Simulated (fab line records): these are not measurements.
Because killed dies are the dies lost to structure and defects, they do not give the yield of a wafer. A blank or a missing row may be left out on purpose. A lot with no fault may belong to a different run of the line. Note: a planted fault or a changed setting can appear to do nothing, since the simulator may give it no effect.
What tool caused it?	flow n5 finfet	9 lots (27 wafers sampled), 1 step of a 1938-step route

## WHAT EACH GAUGE READ, for each wafer
N5_BEOL_M2_INSPECT_13: inspects for defects (brightfield).
lot	measured	on	raw defect count
L121	day 6 10:56	defect inspect-01	323 331 442
L122	day 6 19:46	defect inspect-01	411 437 418
L124	day 7 13:56	defect inspect-01	468 389 288
L129	day 8 09:42	defect inspect-01	563 441 404
L128	day 8 11:11	defect inspect-02	450 559 514
L131	day 8 17:53	defect inspect-01	520 542 585
L132	day 9 02:49	defect inspect-02	298 437 284
L139	day 10 23:24	defect inspect-02	443 448 387
L143	day 12 01:27	defect inspect-01	450 346 377

## WHAT TOOL EACH LOT RAN ON (gives the tool, then ch and the chambers of the sampled wafers, and finally the start)
No process step before these readings appears in the record.

## THE ANSWER, worked out from the rows above alone
Rule: the lots themselves supply what counts as usual. Put in order of their means at a reading, lots are off if they are a third of the lots or fewer, leave a main group of 4 or more, and stand apart from it by a gap of 3 or more times the standard deviation of the main group's means; of several such gaps the widest counts. The tables above print the reading to a certain number of digits; a main group whose means all agree to those digits is not used. A lot without any number at a reading at which 4 lots or more have one is off too. All remaining lots with rows at the step are treated as sound.
Nothing can be told from this: no lot is off at any reading shown.

## WHAT HAD BEEN PUT IN BY THE SIMULATOR
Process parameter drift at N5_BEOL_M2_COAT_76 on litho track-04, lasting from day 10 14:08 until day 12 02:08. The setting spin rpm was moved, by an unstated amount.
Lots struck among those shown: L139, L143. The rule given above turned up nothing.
